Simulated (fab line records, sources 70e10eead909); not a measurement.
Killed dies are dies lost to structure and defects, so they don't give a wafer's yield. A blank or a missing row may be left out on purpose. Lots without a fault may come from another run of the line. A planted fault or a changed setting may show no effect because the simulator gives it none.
Which tool did it? | flow nand_harc | 12 lots, 36 wafers sampled, at 3 steps of a route of 1302

WHAT THE GAUGES READ, wafer by wafer
NHARC_P_M2_CD_MEAS_09: target cd 170 nm.
lot  | measured     | on        | cd_nm (nm)
L075 | day 6 21:35  | cd_sem-02 | 170.6 170.6 170.1
L077 | day 7 19:13  | cd_sem-01 | 169.6 170.6 170.0
L079 | day 8 09:44  | cd_sem-01 | 171.3 170.7 169.8
L081 | day 9 04:10  | cd_sem-02 | 169.6 171.1 170.8
L083 | day 10 03:44 | cd_sem-03 | 169.8 170.4 170.3
L085 | day 11 00:25 | cd_sem-02 | 170.4 170.4 170.0
L087 | day 11 20:20 | cd_sem-02 | 170.7 170.7 170.8
L089 | day 12 20:01 | cd_sem-03 | 169.5 170.2 169.5
L091 | day 13 11:31 | cd_sem-01 | 169.5 169.2 169.6
L093 | day 14 13:36 | cd_sem-01 | 170.6 170.0 169.9
L095 | day 15 23:26 | cd_sem-02 | 169.4 169.6 169.0
L097 | day 16 09:19 | cd_sem-03 | 169.4 170.3 169.1

WHICH TOOL RAN EACH LOT (tool, then ch and the chambers of the sampled wafers, then the start)
lot  | NHARC_P_M1_PVD_21                       | NHARC_P_M1_ANNEAL_31
L075 | pvd_sputter-02, day 6 19:35 or earlier  | rtp_anneal-01 ch 0, day 6 19:35
L077 | pvd_sputter-01, day 7 17:05 or earlier  | rtp_anneal-01 ch 0, day 7 17:05
L079 | pvd_sputter-02, day 8 07:34 or earlier  | rtp_anneal-01 ch 0, day 8 07:34
L081 | pvd_sputter-03, day 9 02:10 or earlier  | rtp_anneal-02 ch 0, day 9 02:10
L083 | pvd_sputter-02, day 10 01:34 or earlier | rtp_anneal-01 ch 0, day 10 01:34
L085 | pvd_sputter-03, day 10 22:12 or earlier | rtp_anneal-02 ch 0, day 10 22:12
L087 | pvd_sputter-03, day 11 18:07 or earlier | rtp_anneal-01 ch 0, day 11 18:07
L089 | pvd_sputter-03, day 12 17:52 or earlier | rtp_anneal-01 ch 0, day 12 17:52
L091 | pvd_sputter-02, day 13 09:07 or earlier | rtp_anneal-02 ch 0, day 13 09:07
L093 | pvd_sputter-02, day 14 11:21 or earlier | rtp_anneal-02 ch 0, day 14 11:21
L095 | pvd_sputter-01, day 15 21:31 or earlier | rtp_anneal-02 ch 0, day 15 21:31
L097 | pvd_sputter-01, day 16 07:20 or earlier | rtp_anneal-01 ch 0, day 16 07:20
- NHARC_P_M1_PVD_21: deposits Cu, target thk 30 nm, time 20.49 s.
- NHARC_P_M1_ANNEAL_31: time 90 s.

THE ANSWER, worked out from the rows above alone
Rule: what is usual is taken from the lots themselves. Put in order of their means at a reading, lots are off if they are a third of the lots or fewer, leave a main group of 4 or more, and stand apart from it by a gap of 3 or more times the standard deviation of the main group's means; of several such gaps the widest counts. A main group whose means are all the same, to the digits that the tables above print for the reading, isn't used. A lot without any number at a reading at which 4 lots or more have one is off too. The other lots that the step has rows for count as sound.
No lot is off at any reading shown: from this, nothing can be told.

WHAT THE SIMULATOR HAD PUT IN
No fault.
